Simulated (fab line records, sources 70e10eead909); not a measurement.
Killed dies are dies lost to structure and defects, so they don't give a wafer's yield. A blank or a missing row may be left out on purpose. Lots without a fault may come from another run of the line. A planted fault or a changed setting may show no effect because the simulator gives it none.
A struck lot beside a sound one | flow nand_harc | 16 steps out of a route of 1302
Sound: wafers L381.2, L381.4, L381.5. Struck: wafers L391.1, L391.3, L391.6. The cause comes at the end.
At each step with rows: each side's tool, then ch and its chambers, then its first start. Under that, the readings that differ: sound wafers | struck wafers | difference of the means | sigmas: that difference in standard deviations of wafers without a fault.
alike: readings whose means differ by less than 2 such deviations, and words and numbers that are the same on both sides. not compared: withheld readings, readings that some wafer has no value for, bounds like >300 that may hide the same value, and numbers for which the record gives no deviation and whose values overlap.
The two part at a step that has a row with sigmas, a row that says differs or no value, or rows on one side only. Numbers that don't overlap but have no deviation are shown without sigmas and don't part them. A reading that every wafer of one side lacks parts them only if that side has two wafers or more.

NHARC_A_STAIRCASE_CMP_472: polishes SiO2.
  sound on cmp-04 ch 0,2,3, day 19 10:26; struck on cmp-01 ch 0,2, day 23 23:10
  alike: edge_zone_pressure_frac, motor_current_A, slurry_flow_ml_min
then, 1 step without rows for these wafers: NHARC_A_STAIRCASE_SRD_474.
NHARC_A_STAIRCASE_INSPECT_155:
  sound on defect_inspect-01, day 19 10:43; struck on defect_inspect-01, day 23 23:31
  alike: raw_defect_count
NHARC_A_SGD_CUT_DEP_00: deposits SiNx, target thk 50 nm.
  sound on pecvd-01 ch 0,2, day 19 10:51; struck on pecvd-01 ch 1,2, day 23 23:35
  alike: heater_power_w
then, 7 steps without rows for these wafers: NHARC_A_SGD_CUT_DEHYDRATE_01 (time 120 s); NHARC_A_SGD_CUT_HMDS_02 (time 30 s); NHARC_A_SGD_CUT_COAT_56 (time 75 s); NHARC_A_SGD_CUT_COAT_57 (time 65 s); NHARC_A_SGD_CUT_COAT_03 (resist thk 90 nm); NHARC_A_SGD_CUT_SOFTBAKE_04 (time 55 s); NHARC_A_SGD_CUT_EBR_05.
NHARC_A_SGD_CUT_EXPOSE_06: exposes mask SGD.
  sound on arfi_scanner-02 ch 0, day 19 11:23; struck on arfi_scanner-01 ch 0, day 24 00:09
  reading              | sound             | struck               | difference | sigmas
  exposure_dose_mJ_cm2 | 85.55 85.68 85.61 | 102.62 102.57 102.49 | +16.95     | +99 or more
  alike: mask
then, 2 steps without rows for these wafers: NHARC_A_SGD_CUT_PEB_07 (peb time 65 s); NHARC_A_SGD_CUT_DEVELOP_08 (develop time 35 s).
NHARC_A_SGD_CUT_CD_MEAS_09: target cd 100 nm.
  sound on cd_sem-01 ch 0, day 19 11:31; struck on cd_sem-02 ch 0, day 24 00:17
  reading    | sound             | struck            | difference | sigmas
  cd_nm (nm) | 100.4 100.2 100.9 | 113.4 112.8 113.2 | +12.6      | +29
NHARC_A_SGD_CUT_OVL_MEAS_10:
  sound on overlay-01, day 19 11:36; struck on overlay-01, day 24 00:23
  alike: overlay_x_nm, overlay_y_nm

WHERE THEY PART
First at NHARC_A_SGD_CUT_EXPOSE_06; last, within this record, at NHARC_A_SGD_CUT_CD_MEAS_09. Later steps at which nothing parts them and some readings are alike: NHARC_A_SGD_CUT_OVL_MEAS_10.

WHY: what the simulator had put in
Process parameter drift: arfi_scanner-01, from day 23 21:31 on, at NHARC_A_SGD_CUT_EXPOSE_06. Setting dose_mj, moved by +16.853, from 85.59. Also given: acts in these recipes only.
